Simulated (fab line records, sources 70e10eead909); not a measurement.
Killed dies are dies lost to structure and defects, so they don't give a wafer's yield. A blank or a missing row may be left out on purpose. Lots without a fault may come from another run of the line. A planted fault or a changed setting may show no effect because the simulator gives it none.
fab line records | flow nand_harc
record lots=12 wafers=35 last_day=33
route steps=1302 shown A_STAIRCASE@684 END@1302
lots that met no fault: from a run of the same line without faults
start_h: hours from the record's first day to the start of the lot's first wafer shown | wait_h: hours since the lot's step before | " the same as in the row above | L1.1+2: a row that stands for several wafers | - no value, or no start given | * or withheld: withheld | < > ~ a bound
route shown NAME@n: a module of which the file shows steps, and the number in the route of the first | usual: mean/standard deviation of fault-free wafers | same: alike in all rows | chamber/n: place in a boat | sites: the reading at each site | _std_site: their standard deviation | _edge_site: outer sites' mean less inner sites' | radius_mm: how far each site lies from the wafer's centre | mask NAME#n: copy n | behind: the tool/chamber that last shaped the wafer | hold: why the lot was held/for how many hours/how that ended | device: the transistor (n, p or np) that didn't switch | end of line: the same wafers' tests at the end of the route | a step without rows: its recipe alone | killed: dies lost to structure and defects at the first sort, not the wafer's yield | map: a wafer's dies, x killed, . not, _ none there
set.NAME: the setting as run; set.NAME@STEP: as run at that earlier step | model.NAME: the simulator's own value behind a step, which no gauge read
steps of the route over a sample of lots; a table a step, a row a wafer
services: from which hour (start_h, from the record's first day; less than 0 if before it) a tool's chamber was out of use, for how many hours, and why
## steps
# step NHARC_A_STAIRCASE_ETCH_27
# recipe target_depth_a=1000 time_s=40.5 ion_energy_ev=400 c4f8_flow_sccm=20 o2_flow_sccm=10 ar_flow_sccm=withheld rf_w=600 bias_w=1000 chemistry=C4F8/O2
# usual oes_product_au=0.944/0.0093 rf_vpp_V=897/5.2
# columns lot.wafer tool chamber start_h wait_h oes_product_au rf_hours_counter_h rf_vpp_V
L997.2 rie_diel-02 0 - - 0.937 47 893
L997.5 " 0 " " 0.947 - 894
L997.4 " 2 " " 0.947 - 899
L998.2 rie_diel-02 0 - - 0.934 48 893
L998.3 " 1 " " 0.944 46 906
L998.6 " 1 " " 0.949 - 904
L104.3 rie_diel-03 2 - - 0.938 52 891
L104.6 " 1 " " 0.937 - 900
L104.5 " 2 " " 0.943 - 891
L106.2 rie_diel-08 0 - - 0.951 18 893
L106.4 " 2 " " 0.952 21 897
L106.3 " 3 " " 0.935 23 903
L107.1 rie_diel-02 3 - - 0.937 22 889
L107.6 " 1 " " 0.942 - 903
L107.5 " 3 " " 0.939 - 888
L108.1 rie_diel-02 3 - - 0.931 23 887
L108.4 " 1 " " 0.946 - 904
L108.6 " 3 " " 0.948 - 888
L111.3 rie_diel-08 1 - - 0.954 39 893
L111.5 " 0 " " 0.935 - 894
L116.1 rie_diel-03 1 - - 0.929 26 899
L116.2 " 2 " " 0.931 22 891
L116.5 " 2 " " 0.932 - 891
L118.4 rie_diel-08 3 - - 0.949 1 903
L118.6 " 2 " " 0.966 - 898
L118.5 " 3 " " 0.958 - 902
L117.1 rie_diel-02 0 - - 0.951 51 892
L117.3 " 1 " " 0.951 44 903
L117.5 " 1 " " 0.952 - 903
L120.3 rie_diel-03 3 - - 0.951 39 902
L120.1 " 0 " " 0.923 46 891
L120.5 " 3 " " 0.939 - 902
L119.1 rie_diel-03 0 - - 0.949 46 891
L119.4 " 1 " " 0.939 38 899
L119.2 " 2 " " 0.934 34 890
# step NHARC_A_STAIRCASE_TRIM_193
# recipe time_s=211.2 o2_flow_sccm=500 ar_flow_sccm=0 bias_w=0 chemistry=O2
# usual drypump_motor_current_A=6.0/0.34 oes_product_au=1.000/0.0075 rf_vpp_V=57.8/0.95 run_length_s=232.4/0.36 showerhead_plenum_p_Torr=3.54/0.14 throttle_valve_pct=17.037/0.0092
# columns lot.wafer tool chamber start_h wait_h drypump_motor_current_A oes_product_au rf_hours_counter_h rf_vpp_V run_length_s showerhead_plenum_p_Torr throttle_valve_pct
L997.2 rie_diel-03 2 355.85 - 6.5 0.999 23 56.8 232.2 3.40 17.028
L997.4 " 3 " " 6.2 1.002 22 58.9 232.8 3.76 17.047
L997.5 " 2 " " 6.5 0.994 - 57.2 232.2 3.40 17.052
L998.3 rie_diel-08 2 357.58 - 6.2 1.004 56 58.8 233.0 3.58 17.047
L998.2 " 0 " " 6.4 1.008 49 56.0 233.2 3.46 17.029
L998.6 " 2 " " 6.2 1.012 - 59.8 232.7 3.58 17.031
L104.3 rie_diel-08 1 437.36 - 5.7 1.001 19 57.1 231.7 3.43 17.038
L104.6 " 2 " " 6.3 1.008 - 58.7 232.3 3.57 17.033
L104.5 " 3 " " 6.1 1.005 - 58.8 232.5 3.73 17.055
L106.3 rie_diel-03 0 438.31 - 5.7 1.002 46 56.9 231.8 3.44 17.047
L106.2 " 1 " " 5.6 0.988 54 58.6 232.5 3.64 17.043
L106.4 " 3 " " 6.2 0.997 52 57.8 232.4 3.74 17.024
L107.1 rie_diel-08 3 468.32 - 6.1 1.000 32 57.9 232.6 3.72 17.034
L107.5 " 2 " " 6.2 1.003 - 58.8 232.5 3.56 17.051
L107.6 " 3 " " 6.0 0.998 - 58.0 232.7 3.72 17.026
L108.1 rie_diel-03 3 470.93 - 6.2 1.013 1 57.5 232.3 3.74 17.045
L108.6 " 3 " " 6.2 1.003 - 58.0 232.6 3.74 17.028
L108.4 " 0 " " 5.7 0.994 - 57.6 232.1 3.43 17.041
L111.3 rie_diel-08 1 495.39 - 5.7 1.003 40 58.1 232.1 3.42 17.020
L111.5 " 3 " " 6.1 1.009 - 59.5 224.7 3.72 17.032
L116.1 rie_diel-03 3 551.54 - 6.2 1.005 27 59.6 232.4 3.72 17.048
L116.2 " 0 " " 5.7 0.992 34 56.2 232.4 3.42 17.027
L116.5 " 2 " " 6.4 0.997 - 57.2 232.1 3.37 17.027
L118.4 rie_diel-08 0 563.64 - 6.4 0.990 2 57.5 232.8 3.43 17.035
L118.6 " 1 " " 5.7 1.002 - 57.5 231.9 3.41 17.024
L118.5 " 2 " " 6.3 1.000 - 58.2 232.3 3.55 17.047
L117.1 rie_diel-03 3 564.05 - 6.2 1.009 33 57.5 232.2 3.72 17.028
L117.3 " 0 " " 5.7 1.005 40 56.6 232.2 3.41 17.032
L117.5 " 0 " " 5.7 0.993 - 56.8 231.9 3.41 17.040
L120.3 rie_diel-08 2 577.64 - 6.2 1.002 8 58.0 232.5 3.54 17.045
L120.1 " 0 " " 6.4 1.002 6 57.9 233.3 3.43 17.047
L120.5 " 2 " " 6.2 1.007 - 57.8 232.3 3.54 17.045
L119.2 rie_diel-03 2 577.92 - 6.4 0.988 35 56.7 232.6 3.36 17.045
L119.1 " 3 " " 6.2 1.012 39 57.0 232.7 3.72 17.027
L119.4 " 0 " " 5.7 0.996 47 57.7 231.9 3.41 17.032
# step NHARC_A_STAIRCASE_ETCH_199
# recipe target_depth_a=1000 time_s=40.5 ion_energy_ev=400 c4f8_flow_sccm=20 o2_flow_sccm=10 ar_flow_sccm=withheld rf_w=600 bias_w=1000 chemistry=C4F8/O2
# usual oes_product_au=0.943/0.012 rf_vpp_V=896/5.2
# columns lot.wafer tool chamber start_h wait_h oes_product_au rf_hours_counter_h rf_vpp_V
L997.2 rie_diel-03 3 - - 0.950 22 905
L997.4 " 2 " " 0.948 23 891
L997.5 " 0 " " 0.939 - 893
L998.2 rie_diel-03 1 - - 0.950 25 900
L998.3 " 2 " " 0.953 24 892
L998.6 " 2 " " 0.956 - 890
L104.3 rie_diel-02 3 - - 0.945 14 888
L104.5 " 3 " " 0.941 - 887
L104.6 " 0 " " 0.953 - 893
L106.3 rie_diel-03 0 - - 0.940 47 892
L106.2 " 2 " " 0.934 53 891
L106.4 " 3 " " 0.954 52 904
L107.1 rie_diel-03 3 - - 0.956 0 905
L107.5 " 3 " " 0.960 - 903
L107.6 " 2 " " 0.941 - 892
L108.1 rie_diel-03 0 - - 0.924 2 893
L108.4 " 2 " " 0.924 - 890
L108.6 " 3 " " 0.932 - 904
L111.3 rie_diel-08 0 - - 0.939 39 893
L111.5 " 3 " " 0.956 - 904
L116.2 rie_diel-03 3 - - 0.950 27 902
L116.1 " 0 " " 0.941 34 892
L116.5 " 1 " " 0.950 - 901
L118.4 rie_diel-08 0 - - 0.950 2 893
L118.5 " 3 " " 0.935 - 902
L118.6 " 0 " " 0.945 - 892
L117.1 rie_diel-02 2 - - 0.957 35 899
L117.3 " 3 " " 0.940 49 888
L117.5 " 1 " " 0.950 - 902
L120.1 rie_diel-08 0 - - 0.933 7 893
L120.3 " 2 " " 0.935 8 898
L120.5 " 0 " " 0.934 - 893
L119.2 rie_diel-08 1 - - 0.914 7 891
L119.1 " 2 " " 0.930 8 895
L119.4 " 3 " " 0.929 8 902
# step NHARC_A_STAIRCASE_TRIM_200
# recipe time_s=211.2 o2_flow_sccm=500 ar_flow_sccm=0 bias_w=0 chemistry=O2
# usual drypump_motor_current_A=6.0/0.34 oes_product_au=1.000/0.0067 rf_vpp_V=57.9/0.91 run_length_s=232.4/0.35 showerhead_plenum_p_Torr=3.53/0.15 throttle_valve_pct=17.038/0.0094
# columns lot.wafer tool chamber start_h wait_h drypump_motor_current_A oes_product_au rf_hours_counter_h rf_vpp_V run_length_s showerhead_plenum_p_Torr throttle_valve_pct
L997.2 rie_diel-03 2 - - 6.5 0.997 23 58.1 232.1 3.40 17.031
L997.4 " 3 " " 6.2 0.996 22 57.3 232.3 3.76 17.033
L997.5 " 3 " " 6.2 0.995 - 58.4 232.5 3.76 17.049
L998.2 rie_diel-03 3 - - 6.2 1.001 22 58.0 232.7 3.76 17.041
L998.3 " 0 " " 5.7 0.998 17 58.9 232.6 3.45 17.033
L998.6 " 3 " " 6.2 0.996 - 59.7 232.2 3.76 17.034
L104.3 rie_diel-02 1 - - 5.5 1.001 10 57.1 232.4 3.74 17.048
L104.5 " 2 " " 6.6 0.998 - 59.0 232.4 3.62 17.038
L104.6 " 3 " " 5.8 0.994 - 55.3 232.5 3.30 17.037
L106.2 rie_diel-03 2 - - 6.4 1.007 53 56.5 232.4 3.39 17.051
L106.3 " 3 " " 6.2 0.998 52 57.6 232.6 3.74 17.052
L106.4 " 1 " " 5.6 0.993 54 58.8 232.1 3.64 17.049
L107.1 rie_diel-03 0 - - 5.7 1.004 0 57.1 231.8 3.43 17.032
L107.6 " 0 " " 5.7 0.999 - 57.4 232.2 3.43 17.036
L107.5 " 2 " " 6.5 0.989 - 57.7 232.5 3.38 17.048
L108.1 rie_diel-03 3 - - 6.2 1.006 2 59.8 232.3 3.74 17.035
L108.4 " 3 " " 6.2 1.006 - 58.8 232.3 3.74 17.043
L108.6 " 0 " " 5.7 0.990 - 56.4 232.4 3.43 17.031
L111.3 rie_diel-08 3 - - 6.1 1.001 43 58.0 232.7 3.72 17.023
L111.5 " 0 " " 6.4 0.998 - 58.7 233.4 3.44 17.033
L116.1 rie_diel-03 0 - - 5.7 0.993 34 57.7 232.3 3.42 17.036
L116.2 " 1 " " 5.6 1.008 30 58.7 232.3 3.62 17.051
L116.5 " 1 " " 5.6 0.988 - 58.0 232.2 3.62 17.049
L118.4 rie_diel-08 0 - - 6.4 1.005 2 57.0 233.3 3.43 17.017
L118.5 " 1 " " 5.7 1.003 - 57.2 231.7 3.41 17.049
L118.6 " 2 " " 6.3 1.009 - 57.5 232.6 3.55 17.032
L117.3 rie_diel-02 3 - - 5.9 0.995 49 58.1 232.3 3.28 17.034
L117.1 " 1 " " 5.5 0.997 45 57.5 232.8 3.72 17.055
L117.5 " 0 " " 5.9 1.013 - 57.7 232.2 3.42 17.031
L120.1 rie_diel-08 0 - - 6.4 0.996 7 56.3 233.1 3.43 17.037
L120.3 " 1 " " 5.7 0.987 7 56.3 231.7 3.41 17.028
L120.5 " 3 " " 6.1 0.997 - 58.9 232.8 3.70 17.052
L119.2 rie_diel-08 0 - - 6.4 1.006 7 56.9 233.2 3.43 17.038
L119.4 " 1 " " 5.7 0.992 8 57.2 232.1 3.41 17.024
L119.1 " 2 " " 6.2 1.007 8 56.7 232.3 3.54 17.036
# step NHARC_END_SORT_01
# recipe temp_c=25
# usual killed_at_array=59/19 killed_at_other=0.6/0.85 killed_at_periphery=3.8/2.5 killed_dies=64/19 killed_open=3.3/1.8 killed_short=2.2/1.6
# same gross_dies=677
# columns lot.wafer tool chamber start_h wait_h killed_at_array killed_at_other killed_at_periphery killed_dies killed_open killed_short
L106.2 prober-02 0 645.39 2.8 51 1 2 54 6 2
L106.3 prober-02 0 646.19 3.1 53 2 6 61 4 5
L106.4 prober-02 0 646.99 3.4 61 2 1 64 3 7
# killed by level:class
L106.2 A_SLIT:chamber_film_flake=28 A_CHANNEL_HOLE_D2:chamber_film_flake=6 A_CHANNEL_HOLE_D1:chamber_film_flake=4 A_M0:geometric_particle:open=3 A_STAIRCASE:chamber_film_flake=3 A_SGD_CUT:geometric_particle:open=2 A_WL_FILL:chamber_film_flake=2 P_CONTACT:geometric_particle:short=1
L106.3 A_SLIT:chamber_film_flake=22 A_CHANNEL_HOLE_D2:chamber_film_flake=10 A_CHANNEL_HOLE_D1:chamber_film_flake=6 A_WL_FILL:chamber_film_flake=4 P_ZERO_WELL:chamber_film_flake=3 A_CONTACT:chamber_film_flake=3 THIN_TSV:chamber_film_flake=2 A_SGD_CUT:geometric_particle:short=2
L106.4 A_SLIT:chamber_film_flake=30 A_CHANNEL_HOLE_D2:chamber_film_flake=10 A_STAIRCASE:chamber_film_flake=5 A_CHANNEL_FILL_D1:chamber_film_flake=3 A_ONON_D1:geometric_particle:short=2 A_WL_FILL:chamber_film_flake=2 THIN_TSV:chamber_film_flake=2 P_CONTACT:geometric_particle:short=1
## services
# columns tool chamber start_h hours kind
rie_diel-02 3 337.15 5.8 repair
rie_diel-03 0 340.06 - clean
rie_diel-03 1 340.06 - clean
rie_diel-03 2 340.06 - clean
rie_diel-03 3 340.06 - clean
rie_diel-08 1 349.31 3.2 repair
rie_diel-02 3 353.28 2.9 repair
rie_diel-08 3 363.40 7.2 repair
rie_diel-03 0 364.56 - clean
rie_diel-08 - 368.69 9.0 pm
rie_diel-02 1 371.08 4.7 repair
rie_diel-03 0 373.60 1.3 repair
rie_diel-03 3 389.08 1.6 repair
rie_diel-02 - 393.70 9.0 pm
rie_diel-08 0 396.13 5.1 repair
rie_diel-02 1 440.14 22.0 repair
rie_diel-02 2 446.95 33.0 repair
rie_diel-03 1 453.94 20.0 repair
rie_diel-03 - 459.06 9.0 pm
rie_diel-02 3 477.35 3.9 repair
rie_diel-03 3 490.72 4.6 repair
rie_diel-03 - 503.76 0.7 repair
rie_diel-08 - 545.69 9.0 pm
rie_diel-02 - 570.70 9.0 pm
## key
first_sign step=NHARC_A_STAIRCASE_TRIM_193 reading=run_length_s direction=down sigmas=21 usual=* struck=*
effect none on later readings
met_at NHARC_A_STAIRCASE_TRIM_193
struck_lots L111
struck_wafers L111.5
tester_left_out L111
not_acting_at NHARC_A_STAIRCASE_ETCH_27,NHARC_A_STAIRCASE_ETCH_199,NHARC_A_STAIRCASE_TRIM_200
onset_between 468.32 495.39
fault kind=process_parameter_drift tool=rie_diel-08 chamber=- onset_h=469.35 steps=NHARC_A_STAIRCASE_TRIM_193 channel=time_s offset=* shape=step end_h=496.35 scope=struck_wafers_only acts_in=* stated=*
# tester_left_out: of these lots the tester's yield and bins aren't shown, on N5 and GAA mostly nor the transistor test; their killed dies are dies lost to structure and defects alone, not to doping, threshold or leakage, so they don't give the yield
